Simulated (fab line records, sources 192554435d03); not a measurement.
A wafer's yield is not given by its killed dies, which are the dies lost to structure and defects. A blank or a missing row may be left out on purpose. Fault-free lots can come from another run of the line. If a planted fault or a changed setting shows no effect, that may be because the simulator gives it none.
Split-lot experiment ; flow n5 finfet ; 21 wafers read from 7 lots, route of 1938 steps

== ON THE SPLIT ==
At N5_BEOL_M3_ETCH_64 (etches SOC in N2/H2, target depth 75 nm, overetch 15 nm, time 112.5 s), the setting time s was moved away from the recipe's 112.5 s on 5 of the 21 wafers read, by -21.7% to +21.0%. All remaining wafers had this setting at the recipe value.

Reading taken at the split's own step.

== THE READING ==
SiARC_of_BEOL_M3_COAT_62.thk nm (the simulator's own value, which no gauge read), in nm, at N5_BEOL_M3_ETCH_64 (etches SOC in N2/H2, target depth 75 nm, overetch 15 nm, time 112.5 s). The file does not state a usual value for it. Average 6.8 nm, standard deviation 0.18 nm, over the 16 wafers here run with the recipe.

wafer;tool, chamber at the split;time s as run, s;against the recipe;SiARC_of_BEOL_M3_COAT_62.thk nm, nm;against lot-mates on the recipe
L074.1;rie diel-05, 2;100.6;-10.6%;7.4;+0.4
L074.4;rie diel-05, 1;100.6;-10.6%;7.2;+0.2
L074.5;rie diel-05, 2;112.5;recipe;7;-
L078.3;rie diel-03, 0;136.1;+21.0%;5.6;-1.2
L078.4;rie diel-03, 3,1;112.5;recipe;6.8;-
L078.6;rie diel-03, 3,1;112.5;recipe;6.8;-
L082.3;rie diel-02, 0;112.5;recipe;6.6;-
L082.4;rie diel-02, 0;112.5;recipe;6.6;-
L082.5;rie diel-02, 2;112.5;recipe;6.8;-
L086.2;rie diel-05, 3;112.5;recipe;7.2;-
L086.4;rie diel-05, 1;112.5;recipe;6.6;-
L086.5;rie diel-05, 0;112.5;recipe;6.8;-
L087.4;rie diel-05, 2,3;88.05;-21.7%;8.2;+1.4
L087.5;rie diel-05, 2,3;88.05;-21.7%;8.2;+1.4
L087.6;rie diel-05, 0;112.5;recipe;6.8;-
L093.1;rie diel-02, 0,2;112.5;recipe;6.8;-
L093.5;rie diel-02, 0,2;112.5;recipe;6.8;-
L093.3;rie diel-02, 1;112.5;recipe;7;-
L095.3;rie diel-05, 2,0;112.5;recipe;6.8;-
L095.6;rie diel-05, 2,0;112.5;recipe;6.8;-
L095.5;rie diel-05, 3;112.5;recipe;7.2;-
Rows listing several chambers each stand for several wafers; the file does not say which wafer went through which chamber.

FIT RESULTS
A straight line over all 21 wafers: SiARC_of_BEOL_M3_COAT_62.thk nm changes by -0.0593 nm for each +1% of time s; r = -0.95; the points scatter about the line by 0.17 nm.
The same after taking each lot's own level away (the mean of its wafers on the recipe; 21 wafers): -0.0578 nm for each +1%; r = -0.95; scatter 0.18 nm.
On that fit, the largest move of time s shifts the reading by 1.3 nm.
Across the lots, their own levels run from 6.67 to 7.00 nm, a range of 1.9 times the standard deviation given above.
The two slopes are in agreement: the lot-to-lot level therefore moves the slope only a little.
Check: for one of the wafers moved furthest among these (-21.7%), held out of the fit, the line's prediction against its lot-mates is +1.17 nm. Against them it came out at +1.4 nm.

== OTHER SPLITS APPLIED TO THESE WAFERS ==
Before the reading, these wafers also passed through other splits. Each is held against what the fit with the lots' levels taken away leaves over:
other split on the same wafers;wafers away from the commonest value;r with SiARC_of_BEOL_M3_COAT_62.thk nm (lot level and that fit taken away)
N5_BEOL_M2_COAT_62 spin rpm;9;+0.18

== FILE'S OWN FIT ==
SiARC_of_BEOL_M3_COAT_62.thk nm changes by -0.0574 nm for each +1% of time s, r = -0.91.
